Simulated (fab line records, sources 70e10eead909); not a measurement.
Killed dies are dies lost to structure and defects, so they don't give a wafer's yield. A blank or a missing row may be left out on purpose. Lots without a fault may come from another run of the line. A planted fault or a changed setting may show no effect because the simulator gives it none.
Chamber matching | flow nand_harc | NHARC_A_CONTACT_DEP_58 on pecvd-01: 3 sister chambers
The step deposits SiON, target thk 90 nm. 16 wafers are shown with their chamber, then 8 later ones without.

WAFERS WITH THEIR CHAMBER
wafer  | chamber | heater_power_w (W) | susceptor_temp_C (C)
L076.2 | 0       | 544                | 399.87
L076.4 | 1       | 833                | 399.61
L076.6 | 2       | 688                | 399.85
L079.2 | 2       | 741                | 399.82
L079.4 | 2       | 752                | 400.03
L079.6 | 0       | 602                | 399.90
L088.2 | 2       | 731                | 399.77
L088.4 | 1       | 838                | 400.37
L088.6 | 2       | 709                | 400.21
L089.2 | 1       | 792                | 399.91
L089.3 | 2       | 753                | 400.30
L089.6 | 1       | 829                | 399.85
L091.2 | 2       | 635                | 399.85
L091.3 | 1       | 903                | 400.14
L091.4 | 0       | 602                | 399.98
L094.1 | 0       | 615                | 399.84

SIGNATURES (means of the wafers above)
reading          | chamber 0 | chamber 1 | chamber 2 | scatter within a chamber
heater_power_w   | 590.75    | 839.00    | 715.57    | 39.6
susceptor_temp_C | 399.8975  | 399.9760  | 399.9757  | 0.216
Rule: a wafer's distance from a chamber is the root of the sum, over the readings, of the square of ((its reading less the chamber's mean) divided by the reading's scatter). The wafer belongs to the nearest chamber; if the next one is less than 2 further off, it can't be placed. The scatter: the root of (the sum of the squares of (reading less its chamber's mean) over the shown wafers, divided by (wafers less chambers)).

WAFERS WITHOUT THEIR CHAMBER
wafer  | heater_power_w (W) | susceptor_temp_C (C)
L094.4 | 615                | 399.97
L094.5 | 804                | 400.00
L093.2 | 645                | 399.97
L093.3 | 734                | 399.98
L093.6 | 638                | 399.66
L097.2 | 872                | 400.24
L097.4 | 846                | 399.99
L097.5 | 549                | 400.24

WHICH CHAMBER EACH WENT THROUGH
wafer  | from the rows above     | in truth
L094.4 | can't be placed: 0 or 2 | 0
L094.5 | can't be placed: 1 or 2 | 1
L093.2 | can't be placed: 0 or 2 | 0
L093.3 | 2                       | 2
L093.6 | can't be placed: 0 or 2 | 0
L097.2 | 1                       | 1
L097.4 | 1                       | 1
L097.5 | 0                       | 0
Placed correctly: 4 of 8. Can't be placed from these rows: 4 (the true chamber is among the candidates in 4). Placed wrongly: 0.
